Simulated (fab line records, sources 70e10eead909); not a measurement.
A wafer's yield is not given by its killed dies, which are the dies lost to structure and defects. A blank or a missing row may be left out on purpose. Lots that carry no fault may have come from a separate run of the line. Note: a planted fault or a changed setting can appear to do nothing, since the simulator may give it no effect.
fab line records / flow nand_harc
record: lots: 6 wafers: 18 last_day: 33
route steps=1302 shown A_ONON_D1@428 END@1302
lots that met no fault: from a run of the same line without faults
start_h: start of the lot's first displayed wafer, in hours after the record's first day / wait_h: hours from the lot's prior step to this one / " unchanged from the row above / L1.1+2: several wafers, shown together as one row / - no value, or no start was given / * or withheld: withheld / < > ~ a bound
route shown NAME@n: NAME is a module with steps in the file, n the number in the route of the first one / usual: the fault-free wafers' mean and standard deviation / same: alike in all rows / chamber/n: place in a boat / sites: each site's reading / _std_site: the values' standard deviation / _edge_site: outer sites' mean less inner sites' / radius_mm: how far each site lies from the wafer's centre / mask NAME#n: copy n / behind: the tool/chamber that last shaped the wafer / hold: the reason the lot was held/the length of the hold in hours/how it ended / device: names the non-switching transistor (n, p or np) / end of line: the route-end tests of the same wafers / step lacking rows: just its recipe / killed: not the wafer's yield, but the dies lost to structure and defects at the first sort / map: a wafer's dies, marking killed ones x, the rest . and places with no die _
set.NAME: the setting the step ran with; set.NAME@STEP: the setting that earlier step ran with / model.NAME: the simulator's own value behind a step, which no gauge read
lots at selected steps of the route; one table per step, one row per wafer
services: a tool's chamber out of use, with start hour (start_h, from the record's first day; less than 0 if before it), hours out, and reason
== steps ==
step: NHARC_A_ONON_D1_DEP_06
recipe: target_thk_a: 10000 n2_flow_sccm: 2750 n2o_flow_sccm: 2000 nh3_flow_sccm: 500 sih4_flow_sccm: 210 temp_c: 400
step: NHARC_A_ONON_D1_THK_MEAS_08
recipe: thk_meas_gauge: ellipsometry
usual: thk_nm: 998/9.2
lot.wafer=L710.1 tool=film_metro-01 chamber=- start_h=223.79 wait_h=- thk_nm=1011
lot.wafer=L710.2 tool=film_metro-01 chamber=- start_h=223.79 wait_h=- thk_nm=1010
lot.wafer=L710.5 tool=film_metro-01 chamber=- start_h=223.79 wait_h=- thk_nm=1010
lot.wafer=L714.4 tool=film_metro-02 chamber=- start_h=256.80 wait_h=- thk_nm=1015
lot.wafer=L714.5 tool=film_metro-02 chamber=- start_h=256.80 wait_h=- thk_nm=1014
lot.wafer=L714.6 tool=film_metro-02 chamber=- start_h=256.80 wait_h=- thk_nm=1013
lot.wafer=L717.1 tool=film_metro-02 chamber=- start_h=278.55 wait_h=- thk_nm=995
lot.wafer=L717.4 tool=film_metro-02 chamber=- start_h=278.55 wait_h=- thk_nm=994
lot.wafer=L717.6 tool=film_metro-02 chamber=- start_h=278.55 wait_h=- thk_nm=995
lot.wafer=L720.1 tool=film_metro-01 chamber=- start_h=318.92 wait_h=- thk_nm=991
lot.wafer=L720.3 tool=film_metro-01 chamber=- start_h=318.92 wait_h=- thk_nm=990
lot.wafer=L720.4 tool=film_metro-01 chamber=- start_h=318.92 wait_h=- thk_nm=991
lot.wafer=L725.1 tool=film_metro-02 chamber=- start_h=363.36 wait_h=- thk_nm=1003
lot.wafer=L725.4 tool=film_metro-02 chamber=- start_h=363.36 wait_h=- thk_nm=1001
lot.wafer=L725.5 tool=film_metro-02 chamber=- start_h=363.36 wait_h=- thk_nm=1002
lot.wafer=L728.3 tool=film_metro-02 chamber=- start_h=392.60 wait_h=- thk_nm=1003
lot.wafer=L728.4 tool=film_metro-02 chamber=- start_h=392.60 wait_h=- thk_nm=1000
lot.wafer=L728.6 tool=film_metro-02 chamber=- start_h=392.60 wait_h=- thk_nm=1002
step: NHARC_A_ONON_D1_DEP_09
recipe: target_thk_a: 10000 n2_flow_sccm: 2750 n2o_flow_sccm: 2000 nh3_flow_sccm: 500 sih4_flow_sccm: 210 temp_c: 400
step: NHARC_A_ONON_D1_THK_MEAS_11
recipe: thk_meas_gauge: ellipsometry
usual: thk_nm: 1000/9.1
lot.wafer=L710.1 tool=film_metro-01 chamber=- start_h=224.35 wait_h=- thk_nm=1000
lot.wafer=L710.2 tool=film_metro-01 chamber=- start_h=224.35 wait_h=- thk_nm=1000
lot.wafer=L710.5 tool=film_metro-01 chamber=- start_h=224.35 wait_h=- thk_nm=999
lot.wafer=L714.4 tool=film_metro-01 chamber=- start_h=257.37 wait_h=- thk_nm=997
lot.wafer=L714.5 tool=film_metro-01 chamber=- start_h=257.37 wait_h=- thk_nm=998
lot.wafer=L714.6 tool=film_metro-01 chamber=- start_h=257.37 wait_h=- thk_nm=998
lot.wafer=L717.1 tool=film_metro-02 chamber=- start_h=279.11 wait_h=- thk_nm=997
lot.wafer=L717.4 tool=film_metro-02 chamber=- start_h=279.11 wait_h=- thk_nm=996
lot.wafer=L717.6 tool=film_metro-02 chamber=- start_h=279.11 wait_h=- thk_nm=996
lot.wafer=L720.1 tool=film_metro-02 chamber=- start_h=319.49 wait_h=- thk_nm=996
lot.wafer=L720.3 tool=film_metro-02 chamber=- start_h=319.49 wait_h=- thk_nm=995
lot.wafer=L720.4 tool=film_metro-02 chamber=- start_h=319.49 wait_h=- thk_nm=995
lot.wafer=L725.1 tool=film_metro-02 chamber=- start_h=363.93 wait_h=- thk_nm=1008
lot.wafer=L725.4 tool=film_metro-02 chamber=- start_h=363.93 wait_h=- thk_nm=1005
lot.wafer=L725.5 tool=film_metro-02 chamber=- start_h=363.93 wait_h=- thk_nm=1009
lot.wafer=L728.3 tool=film_metro-01 chamber=- start_h=393.16 wait_h=- thk_nm=1014
lot.wafer=L728.4 tool=film_metro-01 chamber=- start_h=393.16 wait_h=- thk_nm=1014
lot.wafer=L728.6 tool=film_metro-01 chamber=- start_h=393.16 wait_h=- thk_nm=1014
step: NHARC_A_ONON_D1_DEP_12
recipe: target_thk_a: 10000 n2_flow_sccm: 2750 n2o_flow_sccm: 2000 nh3_flow_sccm: 500 sih4_flow_sccm: 210 temp_c: 400
step: NHARC_A_ONON_D1_THK_MEAS_14
recipe: thk_meas_gauge: ellipsometry
usual: thk_nm: 1000/9.3
lot.wafer=L710.1 tool=film_metro-01 chamber=- start_h=224.91 wait_h=- thk_nm=1000
lot.wafer=L710.2 tool=film_metro-01 chamber=- start_h=224.91 wait_h=- thk_nm=997
lot.wafer=L710.5 tool=film_metro-01 chamber=- start_h=224.91 wait_h=- thk_nm=997
lot.wafer=L714.4 tool=film_metro-02 chamber=- start_h=257.94 wait_h=- thk_nm=995
lot.wafer=L714.5 tool=film_metro-02 chamber=- start_h=257.94 wait_h=- thk_nm=992
lot.wafer=L714.6 tool=film_metro-02 chamber=- start_h=257.94 wait_h=- thk_nm=996
lot.wafer=L717.1 tool=film_metro-02 chamber=- start_h=279.67 wait_h=- thk_nm=999
lot.wafer=L717.4 tool=film_metro-02 chamber=- start_h=279.67 wait_h=- thk_nm=999
lot.wafer=L717.6 tool=film_metro-02 chamber=- start_h=279.67 wait_h=- thk_nm=999
lot.wafer=L720.1 tool=film_metro-02 chamber=- start_h=320.05 wait_h=- thk_nm=1006
lot.wafer=L720.3 tool=film_metro-02 chamber=- start_h=320.05 wait_h=- thk_nm=1007
lot.wafer=L720.4 tool=film_metro-02 chamber=- start_h=320.05 wait_h=- thk_nm=1006
lot.wafer=L725.1 tool=film_metro-02 chamber=- start_h=364.50 wait_h=- thk_nm=974
lot.wafer=L725.4 tool=film_metro-02 chamber=- start_h=364.50 wait_h=- thk_nm=974
lot.wafer=L725.5 tool=film_metro-02 chamber=- start_h=364.50 wait_h=- thk_nm=975
lot.wafer=L728.3 tool=film_metro-01 chamber=- start_h=393.73 wait_h=- thk_nm=1000
lot.wafer=L728.4 tool=film_metro-01 chamber=- start_h=393.73 wait_h=- thk_nm=999
lot.wafer=L728.6 tool=film_metro-01 chamber=- start_h=393.73 wait_h=- thk_nm=1000
step: NHARC_A_ONON_D1_ANNEAL_15
recipe: temp_c: 750 time_s: 3600
step: NHARC_A_ONON_D1_DEP_16
recipe: target_thk_a: 10000 n2_flow_sccm: 2750 n2o_flow_sccm: 2000 nh3_flow_sccm: 500 sih4_flow_sccm: 210 temp_c: 400
step: NHARC_A_ONON_D1_THK_MEAS_18
recipe: thk_meas_gauge: ellipsometry
usual: thk_nm: 1002/11
lot.wafer=L710.1 tool=film_metro-02 chamber=- start_h=234.90 wait_h=- thk_nm=1013
lot.wafer=L710.2 tool=film_metro-02 chamber=- start_h=234.90 wait_h=- thk_nm=1014
lot.wafer=L710.5 tool=film_metro-02 chamber=- start_h=234.90 wait_h=- thk_nm=1012
lot.wafer=L714.4 tool=film_metro-01 chamber=- start_h=265.86 wait_h=- thk_nm=1020
lot.wafer=L714.5 tool=film_metro-01 chamber=- start_h=265.86 wait_h=- thk_nm=1020
lot.wafer=L714.6 tool=film_metro-01 chamber=- start_h=265.86 wait_h=- thk_nm=1023
lot.wafer=L717.1 tool=film_metro-01 chamber=- start_h=287.49 wait_h=- thk_nm=984
lot.wafer=L717.4 tool=film_metro-01 chamber=- start_h=287.49 wait_h=- thk_nm=982
lot.wafer=L717.6 tool=film_metro-01 chamber=- start_h=287.49 wait_h=- thk_nm=983
lot.wafer=L720.1 tool=film_metro-02 chamber=- start_h=328.45 wait_h=- thk_nm=999
lot.wafer=L720.3 tool=film_metro-02 chamber=- start_h=328.45 wait_h=- thk_nm=998
lot.wafer=L720.4 tool=film_metro-02 chamber=- start_h=328.45 wait_h=- thk_nm=1000
lot.wafer=L725.1 tool=film_metro-02 chamber=- start_h=372.54 wait_h=- thk_nm=1010
lot.wafer=L725.4 tool=film_metro-02 chamber=- start_h=372.54 wait_h=- thk_nm=1012
lot.wafer=L725.5 tool=film_metro-02 chamber=- start_h=372.54 wait_h=- thk_nm=1010
lot.wafer=L728.3 tool=film_metro-02 chamber=- start_h=401.54 wait_h=- thk_nm=978
lot.wafer=L728.4 tool=film_metro-02 chamber=- start_h=401.54 wait_h=- thk_nm=976
lot.wafer=L728.6 tool=film_metro-02 chamber=- start_h=401.54 wait_h=- thk_nm=976
step: NHARC_A_ONON_D1_DEP_19
recipe: target_thk_a: 10000 n2_flow_sccm: 2750 n2o_flow_sccm: 2000 nh3_flow_sccm: 500 sih4_flow_sccm: 210 temp_c: 400
step: NHARC_A_ONON_D1_THK_MEAS_21
recipe: thk_meas_gauge: ellipsometry
usual: thk_nm: 1000/8.5
lot.wafer=L710.1 tool=film_metro-02 chamber=- start_h=235.47 wait_h=- thk_nm=991
lot.wafer=L710.2 tool=film_metro-02 chamber=- start_h=235.47 wait_h=- thk_nm=992
lot.wafer=L710.5 tool=film_metro-02 chamber=- start_h=235.47 wait_h=- thk_nm=992
lot.wafer=L714.4 tool=film_metro-02 chamber=- start_h=266.42 wait_h=- thk_nm=999
lot.wafer=L714.5 tool=film_metro-02 chamber=- start_h=266.42 wait_h=- thk_nm=998
lot.wafer=L714.6 tool=film_metro-02 chamber=- start_h=266.42 wait_h=- thk_nm=998
lot.wafer=L717.1 tool=film_metro-01 chamber=- start_h=288.06 wait_h=- thk_nm=1002
lot.wafer=L717.4 tool=film_metro-01 chamber=- start_h=288.06 wait_h=- thk_nm=1002
lot.wafer=L717.6 tool=film_metro-01 chamber=- start_h=288.06 wait_h=- thk_nm=1003
lot.wafer=L720.1 tool=film_metro-01 chamber=- start_h=329.02 wait_h=- thk_nm=1001
lot.wafer=L720.3 tool=film_metro-01 chamber=- start_h=329.02 wait_h=- thk_nm=1001
lot.wafer=L720.4 tool=film_metro-01 chamber=- start_h=329.02 wait_h=- thk_nm=1002
lot.wafer=L725.1 tool=film_metro-02 chamber=- start_h=373.11 wait_h=- thk_nm=979
lot.wafer=L725.4 tool=film_metro-02 chamber=- start_h=373.11 wait_h=- thk_nm=979
lot.wafer=L725.5 tool=film_metro-02 chamber=- start_h=373.11 wait_h=- thk_nm=981
lot.wafer=L728.3 tool=film_metro-02 chamber=- start_h=402.10 wait_h=- thk_nm=997
lot.wafer=L728.4 tool=film_metro-02 chamber=- start_h=402.10 wait_h=- thk_nm=999
lot.wafer=L728.6 tool=film_metro-02 chamber=- start_h=402.10 wait_h=- thk_nm=998
step: NHARC_A_ONON_D1_DEP_22
recipe: target_thk_a: 10000 n2_flow_sccm: 2750 n2o_flow_sccm: 2000 nh3_flow_sccm: 500 sih4_flow_sccm: 210 temp_c: 400
lot.wafer=L710.1+2+5 tool=pecvd_onon-01 chamber=0 start_h=235.52 wait_h=0.1
lot.wafer=L714.4+5+6 tool=pecvd_onon-03 chamber=0 start_h=266.65 wait_h=0.2
lot.wafer=L717.1+4+6 tool=pecvd_onon-03 chamber=0 start_h=288.12 wait_h=0.1
lot.wafer=L720.1+3+4 tool=pecvd_onon-03 chamber=0 start_h=329.07 wait_h=0.1
lot.wafer=L725.1+4+5 tool=pecvd_onon-01 chamber=0 start_h=373.17 wait_h=0.1
lot.wafer=L728.3+4+6 tool=pecvd_onon-01 chamber=0 start_h=402.27 wait_h=0.2
step: NHARC_A_ONON_D1_THK_MEAS_24
recipe: thk_meas_gauge: ellipsometry
usual: thk_nm: 1000/8.4
lot.wafer=L710.1 tool=film_metro-01 chamber=- start_h=236.04 wait_h=- thk_nm=991
lot.wafer=L710.2 tool=film_metro-01 chamber=- start_h=236.04 wait_h=- thk_nm=990
lot.wafer=L710.5 tool=film_metro-01 chamber=- start_h=236.04 wait_h=- thk_nm=992
lot.wafer=L714.4 tool=film_metro-01 chamber=- start_h=267.00 wait_h=- thk_nm=1002
lot.wafer=L714.5 tool=film_metro-01 chamber=- start_h=267.00 wait_h=- thk_nm=1001
lot.wafer=L714.6 tool=film_metro-01 chamber=- start_h=267.00 wait_h=- thk_nm=1001
lot.wafer=L717.1 tool=film_metro-01 chamber=- start_h=288.63 wait_h=- thk_nm=690
lot.wafer=L717.4 tool=film_metro-01 chamber=- start_h=288.63 wait_h=- thk_nm=689
lot.wafer=L717.6 tool=film_metro-01 chamber=- start_h=288.63 wait_h=- thk_nm=689
lot.wafer=L720.1 tool=film_metro-02 chamber=- start_h=329.58 wait_h=- thk_nm=691
lot.wafer=L720.3 tool=film_metro-02 chamber=- start_h=329.58 wait_h=- thk_nm=691
lot.wafer=L720.4 tool=film_metro-02 chamber=- start_h=329.58 wait_h=- thk_nm=690
lot.wafer=L725.1 tool=film_metro-02 chamber=- start_h=373.67 wait_h=- thk_nm=1006
lot.wafer=L725.4 tool=film_metro-02 chamber=- start_h=373.67 wait_h=- thk_nm=1005
lot.wafer=L725.5 tool=film_metro-02 chamber=- start_h=373.67 wait_h=- thk_nm=1004
lot.wafer=L728.3 tool=film_metro-02 chamber=- start_h=402.67 wait_h=- thk_nm=994
lot.wafer=L728.4 tool=film_metro-02 chamber=- start_h=402.67 wait_h=- thk_nm=995
lot.wafer=L728.6 tool=film_metro-02 chamber=- start_h=402.67 wait_h=- thk_nm=994
step: NHARC_A_ONON_D1_DEP_25
recipe: target_thk_a: 10000 n2_flow_sccm: 2750 n2o_flow_sccm: 2000 nh3_flow_sccm: 500 sih4_flow_sccm: 210 temp_c: 400
step: NHARC_END_SORT_01
recipe: temp_c: 25
usual: killed_at_array: 46/16 killed_at_other: 0.9/1.3 killed_at_periphery: 4.1/3 killed_dies: 51/17 killed_open: 3.5/1.8 killed_short: 2.5/1.8
same: gross_dies: 677
lot.wafer=L717.1 tool=prober-01 chamber=0 start_h=689.88 wait_h=2.5 killed_at_array=667 killed_at_other=0 killed_at_periphery=10 killed_dies=677 killed_open=2 killed_short=2
lot.wafer=L717.4 tool=prober-01 chamber=0 start_h=692.27 wait_h=3.4 killed_at_array=668 killed_at_other=2 killed_at_periphery=7 killed_dies=677 killed_open=4 killed_short=1
lot.wafer=L717.6 tool=prober-01 chamber=0 start_h=693.86 wait_h=4.0 killed_at_array=667 killed_at_other=2 killed_at_periphery=8 killed_dies=677 killed_open=8 killed_short=4
lot.wafer=L720.1 tool=prober-01 chamber=0 start_h=705.65 wait_h=2.5 killed_at_array=672 killed_at_other=0 killed_at_periphery=5 killed_dies=677 killed_open=3 killed_short=1
lot.wafer=L720.3 tool=prober-01 chamber=0 start_h=707.27 wait_h=3.1 killed_at_array=672 killed_at_other=0 killed_at_periphery=5 killed_dies=677 killed_open=2 killed_short=1
lot.wafer=L720.4 tool=prober-01 chamber=0 start_h=708.07 wait_h=3.4 killed_at_array=666 killed_at_other=0 killed_at_periphery=11 killed_dies=677 killed_open=5 killed_short=4
killed by level:class
L717.1 A_ONON_D1:area_dep=628 A_CHANNEL_HOLE_D2:chamber_film_flake=16 A_CHANNEL_HOLE_D1:chamber_film_flake=8 P_GATE:chamber_film_flake=4 P_M1:chamber_film_flake=4 A_M1:chamber_film_flake=4 A_WL_FILL:chamber_film_flake=3 A_SLIT:chamber_film_flake=2
L717.4 A_ONON_D1:area_dep=636 A_CHANNEL_HOLE_D2:chamber_film_flake=12 P_M1:chamber_film_flake=4 A_CHANNEL_HOLE_D1:chamber_film_flake=4 A_M1:chamber_film_flake=4 A_STAIRCASE:chamber_film_flake=2 A_WL_FILL:chamber_film_flake=2 A_CONTACT:chamber_film_flake=2
L717.6 A_ONON_D1:area_dep=633 A_CHANNEL_HOLE_D2:chamber_film_flake=15 A_CHANNEL_HOLE_D1:chamber_film_flake=8 P_M0:geometric_particle:open=4 P_M1:chamber_film_flake=2 A_SLIT:chamber_film_flake=2 A_WL_FILL:chamber_film_flake=2 A_M1:chamber_film_flake=2
L720.1 A_ONON_D1:area_dep=642 A_CHANNEL_HOLE_D2:chamber_film_flake=15 A_CHANNEL_HOLE_D1:chamber_film_flake=5 A_CONTACT:chamber_film_flake=4 P_GATE:chamber_film_flake=2 P_GATE:geometric_particle:open=1 A_CHANNEL_FILL_D2:geometric_particle:open=1 A_WL_FILL:geometric_particle:short=1
L720.3 A_ONON_D1:area_dep=630 A_CHANNEL_HOLE_D2:chamber_film_flake=23 A_CHANNEL_HOLE_D1:chamber_film_flake=5 A_CONTACT:chamber_film_flake=4 P_ZERO_WELL:chamber_film_flake=2 P_GATE:chamber_film_flake=2 A_STAIRCASE:chamber_film_flake=2 A_CHANNEL_FILL_D2:chamber_film_flake=2
L720.4 A_ONON_D1:area_dep=620 A_CHANNEL_HOLE_D2:chamber_film_flake=17 A_CHANNEL_HOLE_D1:chamber_film_flake=8 P_GATE:chamber_film_flake=6 A_CONTACT:chamber_film_flake=5 P_ZERO_WELL:chamber_film_flake=2 P_M2:chamber_film_flake=2 A_ZERO_WELL:chamber_film_flake=2
map L717.1 (x killed, . not)
____________x____________
_________xxxxxxx_________
_______xxxxxxxxxxx_______
______xxxxxxxxxxxxx______
_____xxxxxxxxxxxxxxx_____
____xxxxxxxxxxxxxxxxx____
____xxxxxxxxxxxxxxxxx____
___xxxxxxxxxxxxxxxxxxx___
___xxxxxxxxxxxxxxxxxxx___
__xxxxxxxxxxxxxxxxxxxxx__
__xxxxxxxxxxxxxxxxxxxxx__
_xxxxxxxxxxxxxxxxxxxxxxx_
_xxxxxxxxxxxxxxxxxxxxxxx_
_xxxxxxxxxxxxxxxxxxxxxxx_
_xxxxxxxxxxxxxxxxxxxxxxx_
_xxxxxxxxxxxxxxxxxxxxxxx_
xxxxxxxxxxxxxxxxxxxxxxxxx
xxxxxxxxxxxxxxxxxxxxxxxxx
xxxxxxxxxxxxxxxxxxxxxxxxx
xxxxxxxxxxxxxxxxxxxxxxxxx
xxxxxxxxxxxxxxxxxxxxxxxxx
_xxxxxxxxxxxxxxxxxxxxxxx_
_xxxxxxxxxxxxxxxxxxxxxxx_
_xxxxxxxxxxxxxxxxxxxxxxx_
_xxxxxxxxxxxxxxxxxxxxxxx_
_xxxxxxxxxxxxxxxxxxxxxxx_
__xxxxxxxxxxxxxxxxxxxxx__
__xxxxxxxxxxxxxxxxxxxxx__
___xxxxxxxxxxxxxxxxxxx___
___xxxxxxxxxxxxxxxxxxx___
____xxxxxxxxxxxxxxxxx____
____xxxxxxxxxxxxxxxxx____
_____xxxxxxxxxxxxxxx_____
______xxxxxxxxxxxxx______
_______xxxxxxxxxxx_______
_________xxxxxxx_________
____________x____________
map L720.1 (x killed, . not)
____________x____________
_________xxxxxxx_________
_______xxxxxxxxxxx_______
______xxxxxxxxxxxxx______
_____xxxxxxxxxxxxxxx_____
____xxxxxxxxxxxxxxxxx____
____xxxxxxxxxxxxxxxxx____
___xxxxxxxxxxxxxxxxxxx___
___xxxxxxxxxxxxxxxxxxx___
__xxxxxxxxxxxxxxxxxxxxx__
__xxxxxxxxxxxxxxxxxxxxx__
_xxxxxxxxxxxxxxxxxxxxxxx_
_xxxxxxxxxxxxxxxxxxxxxxx_
_xxxxxxxxxxxxxxxxxxxxxxx_
_xxxxxxxxxxxxxxxxxxxxxxx_
_xxxxxxxxxxxxxxxxxxxxxxx_
xxxxxxxxxxxxxxxxxxxxxxxxx
xxxxxxxxxxxxxxxxxxxxxxxxx
xxxxxxxxxxxxxxxxxxxxxxxxx
xxxxxxxxxxxxxxxxxxxxxxxxx
xxxxxxxxxxxxxxxxxxxxxxxxx
_xxxxxxxxxxxxxxxxxxxxxxx_
_xxxxxxxxxxxxxxxxxxxxxxx_
_xxxxxxxxxxxxxxxxxxxxxxx_
_xxxxxxxxxxxxxxxxxxxxxxx_
_xxxxxxxxxxxxxxxxxxxxxxx_
__xxxxxxxxxxxxxxxxxxxxx__
__xxxxxxxxxxxxxxxxxxxxx__
___xxxxxxxxxxxxxxxxxxx___
___xxxxxxxxxxxxxxxxxxx___
____xxxxxxxxxxxxxxxxx____
____xxxxxxxxxxxxxxxxx____
_____xxxxxxxxxxxxxxx_____
______xxxxxxxxxxxxx______
_______xxxxxxxxxxx_______
_________xxxxxxx_________
____________x____________
== services ==
tool=pecvd_onon-03 chamber=- start_h=227.00 hours=13.0 kind=pm
tool=pecvd_onon-01 chamber=- start_h=269.33 hours=13.0 kind=pm
tool=pecvd_onon-03 chamber=- start_h=310.01 hours=5.8 kind=repair
== key ==
first_sign: step: NHARC_A_ONON_D1_THK_MEAS_24 reading: thk_nm direction: down sigmas: 37 usual: 1000 struck: 690
effect: step: NHARC_END_SORT_01 reading: killed_at_array direction: up sigmas: 38 usual: 46 struck: 669
more_kills_born_at: NHARC_A_ONON_D1_DEP_22@pecvd_onon-03: 3789
met_at NHARC_A_ONON_D1_DEP_22
struck_wafers L717.1,L717.4,L717.6,L720.1,L720.3,L720.4
later_rows_left_out L717.1,L717.4,L717.6,L720.1,L720.3,L720.4
tester_left_out L717,L720
onset_between 266.65 288.12
fault: kind: process_parameter_drift tool: pecvd_onon-03 chamber: - onset_h: 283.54 steps: NHARC_A_ONON_D1_DEP_22 channel: target_thk_a offset: * shape: step end_h: 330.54 acts_in: * stated: *
tester_left_out: of these lots the tester's yield and bins aren't shown, on N5 and GAA mostly nor the transistor test; their killed dies are dies lost to structure and defects alone, not to doping, threshold or leakage, so they don't give the yield
later_rows_left_out: the simulator's readings of these wafers behind a module that went badly wrong aren't trusted and aren't shown, but for the sort
